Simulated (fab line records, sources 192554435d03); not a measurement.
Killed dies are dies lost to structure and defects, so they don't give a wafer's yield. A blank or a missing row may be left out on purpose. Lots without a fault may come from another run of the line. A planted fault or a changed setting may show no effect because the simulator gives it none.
Chamber matching | flow n5_finfet | N5_BEOL_M3_ETCH_69 on rie_diel-03: 3 sister chambers
The step etches SiARC in CF4, target depth 15.6 nm, time 26 s. 14 wafers are shown with their chamber, then 6 later ones without.

WAFERS WITH THEIR CHAMBER
wafer  | chamber | showerhead_plenum_p_Torr (Torr) | drypump_motor_current_A (A) | throttle_valve_pct (%)
L075.3 | 0       | 2.10                            | 6.1                         | 15.43
L075.4 | 3       | 2.13                            | 5.7                         | 15.83
L075.6 | 0       | 2.10                            | 6.0                         | 15.43
L074.2 | 1       | 2.20                            | 6.3                         | 15.99
L074.5 | 1       | 2.20                            | 6.3                         | 16.00
L074.6 | 3       | 2.13                            | 5.7                         | 15.84
L079.3 | 0       | 2.10                            | 6.1                         | 15.46
L079.5 | 1       | 2.20                            | 6.3                         | 16.02
L079.6 | 0       | 2.10                            | 6.0                         | 15.47
L083.2 | 3       | 2.13                            | 5.7                         | 15.86
L083.5 | 1       | 2.19                            | 6.3                         | 16.02
L083.6 | 0       | 2.10                            | 6.0                         | 15.47
L088.2 | 1       | 2.19                            | 6.3                         | 15.57
L088.5 | 1       | 2.19                            | 6.3                         | 15.58

SIGNATURES (means of the wafers above)
reading                  | chamber 0 | chamber 1 | chamber 3 | scatter within a chamber
showerhead_plenum_p_Torr | 2.1000    | 2.1950    | 2.1300    | 0.00369
drypump_motor_current_A  | 6.040     | 6.300     | 5.700     | 0.033
throttle_valve_pct       | 15.4520   | 15.8633   | 15.8433   | 0.151
Rule: a wafer's distance from a chamber is the root of the sum, over the readings, of the square of ((its reading less the chamber's mean) divided by the reading's scatter). The wafer belongs to the nearest chamber; if the next one is less than 2 further off, it can't be placed. The scatter: the root of (the sum of the squares of (reading less its chamber's mean) over the shown wafers, divided by (wafers less chambers)).

WAFERS WITHOUT THEIR CHAMBER
wafer  | showerhead_plenum_p_Torr (Torr) | drypump_motor_current_A (A) | throttle_valve_pct (%)
L088.6 | 2.12                            | 5.7                         | 15.91
L094.1 | 2.09                            | 6.0                         | 15.02
L094.5 | 2.19                            | 6.3                         | 15.61
L095.1 | 2.09                            | 6.0                         | 15.02
L095.3 | 2.19                            | 6.3                         | 15.62
L095.4 | 2.09                            | 6.0                         | 15.03

WHICH CHAMBER EACH WENT THROUGH
wafer  | from the rows above | in truth
L088.6 | 3                   | 3
L094.1 | 0                   | 0
L094.5 | 1                   | 1
L095.1 | 0                   | 0
L095.3 | 1                   | 1
L095.4 | 0                   | 0
Placed correctly: 6 of 6. Can't be placed from these rows: 0. Placed wrongly: 0.
